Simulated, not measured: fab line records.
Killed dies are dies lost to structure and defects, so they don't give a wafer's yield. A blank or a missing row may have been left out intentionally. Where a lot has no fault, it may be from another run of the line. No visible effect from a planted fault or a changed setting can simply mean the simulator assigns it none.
Matching of chambers :: flow n5 finfet :: rie diel-02 running N5_BEOL_M5_DESCUM_16: 4 sister chambers
The step chemistry O2, time 7 s. 16 wafers are shown with their chamber, then 8 later ones without.

## EACH WAFER AND ITS CHAMBER
wafer: L074.4
chamber: 0
drypump motor current A (A): 5.9
showerhead plenum p Torr (Torr): 2.07
oes product au (a.u.): 0.72

wafer: L074.5
chamber: 2
drypump motor current A (A): 6.0
showerhead plenum p Torr (Torr): 2.06
oes product au (a.u.): 0.97

wafer: L074.6
chamber: 3
drypump motor current A (A): 5.6
showerhead plenum p Torr (Torr): 2.16
oes product au (a.u.): 0.70

wafer: L075.1
chamber: 1
drypump motor current A (A): 6.0
showerhead plenum p Torr (Torr): 2.05
oes product au (a.u.): 1.00

wafer: L075.3
chamber: 2
drypump motor current A (A): 6.0
showerhead plenum p Torr (Torr): 2.06
oes product au (a.u.): 0.96

wafer: L075.6
chamber: 3
drypump motor current A (A): 5.6
showerhead plenum p Torr (Torr): 2.16
oes product au (a.u.): 0.70

wafer: L085.2
chamber: 1
drypump motor current A (A): 6.0
showerhead plenum p Torr (Torr): 2.05
oes product au (a.u.): 0.94

wafer: L085.4
chamber: 2
drypump motor current A (A): 6.0
showerhead plenum p Torr (Torr): 2.06
oes product au (a.u.): 0.92

wafer: L085.5
chamber: 1
drypump motor current A (A): 6.0
showerhead plenum p Torr (Torr): 2.05
oes product au (a.u.): 0.95

wafer: L090.3
chamber: 1
drypump motor current A (A): 6.0
showerhead plenum p Torr (Torr): 2.04
oes product au (a.u.): 0.92

wafer: L090.4
chamber: 0
drypump motor current A (A): 5.9
showerhead plenum p Torr (Torr): 2.06
oes product au (a.u.): 0.69

wafer: L090.6
chamber: 0
drypump motor current A (A): 5.9
showerhead plenum p Torr (Torr): 2.06
oes product au (a.u.): 0.69

wafer: L091.1
chamber: 2
drypump motor current A (A): 6.0
showerhead plenum p Torr (Torr): 2.05
oes product au (a.u.): 0.91

wafer: L091.2
chamber: 0
drypump motor current A (A): 5.9
showerhead plenum p Torr (Torr): 2.06
oes product au (a.u.): 0.70

wafer: L091.6
chamber: 0
drypump motor current A (A): 5.9
showerhead plenum p Torr (Torr): 2.06
oes product au (a.u.): 0.69

wafer: L092.1
chamber: 3
drypump motor current A (A): 5.5
showerhead plenum p Torr (Torr): 2.15
oes product au (a.u.): 0.67

SIGNATURES (means of the wafers above)
reading: drypump motor current A
chamber 0: 5.900
chamber 1: 6.000
chamber 2: 6.000
chamber 3: 5.567
scatter within a chamber: 0.0236

reading: showerhead plenum p Torr
chamber 0: 2.0620
chamber 1: 2.0475
chamber 2: 2.0575
chamber 3: 2.1567
scatter within a chamber: 0.00497

reading: oes product au
chamber 0: 0.6980
chamber 1: 0.9525
chamber 2: 0.9400
chamber 3: 0.6900
scatter within a chamber: 0.0248
Rule: a wafer lies at a distance from a chamber equal to the root of the sum of squares, over the readings, of (its reading less the chamber's mean, divided by the reading's scatter). The wafer belongs to the nearest chamber; if the next one is less than 2 further off, it can't be placed. The scatter: take each reading less its chamber's mean, square it, sum over the shown wafers, divide by the number of wafers less the number of chambers, and take the root.

## WAFERS WITHOUT THEIR CHAMBER
wafer: L092.2
drypump motor current A (A): 6.0
showerhead plenum p Torr (Torr): 2.04
oes product au (a.u.): 0.90

wafer: L092.3
drypump motor current A (A): 6.0
showerhead plenum p Torr (Torr): 2.05
oes product au (a.u.): 0.90

wafer: L097.2
drypump motor current A (A): 6.0
showerhead plenum p Torr (Torr): 2.05
oes product au (a.u.): 0.88

wafer: L097.3
drypump motor current A (A): 5.6
showerhead plenum p Torr (Torr): 2.15
oes product au (a.u.): 0.67

wafer: L097.6
drypump motor current A (A): 6.0
showerhead plenum p Torr (Torr): 2.05
oes product au (a.u.): 0.88

wafer: L094.1
drypump motor current A (A): 6.0
showerhead plenum p Torr (Torr): 2.04
oes product au (a.u.): 0.89

wafer: L094.4
drypump motor current A (A): 6.1
showerhead plenum p Torr (Torr): 2.04
oes product au (a.u.): 0.88

wafer: L094.6
drypump motor current A (A): 5.6
showerhead plenum p Torr (Torr): 2.15
oes product au (a.u.): 0.67

## EACH ONE'S CHAMBER
wafer: L092.2
from the rows above: can't be placed: 1 or 2
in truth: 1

wafer: L092.3
from the rows above: can't be placed: 1 or 2
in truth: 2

wafer: L097.2
from the rows above: can't be placed: 2 or 1
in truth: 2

wafer: L097.3
from the rows above: 3
in truth: 3

wafer: L097.6
from the rows above: can't be placed: 2 or 1
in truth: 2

wafer: L094.1
from the rows above: can't be placed: 1 or 2
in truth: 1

wafer: L094.4
from the rows above: can't be placed: 1 or 2
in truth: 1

wafer: L094.6
from the rows above: 3
in truth: 3
Placed correctly: 2 of 8. Can't be placed from these rows: 6 (the true chamber is among the candidates in 6). Number placed wrongly: 0.
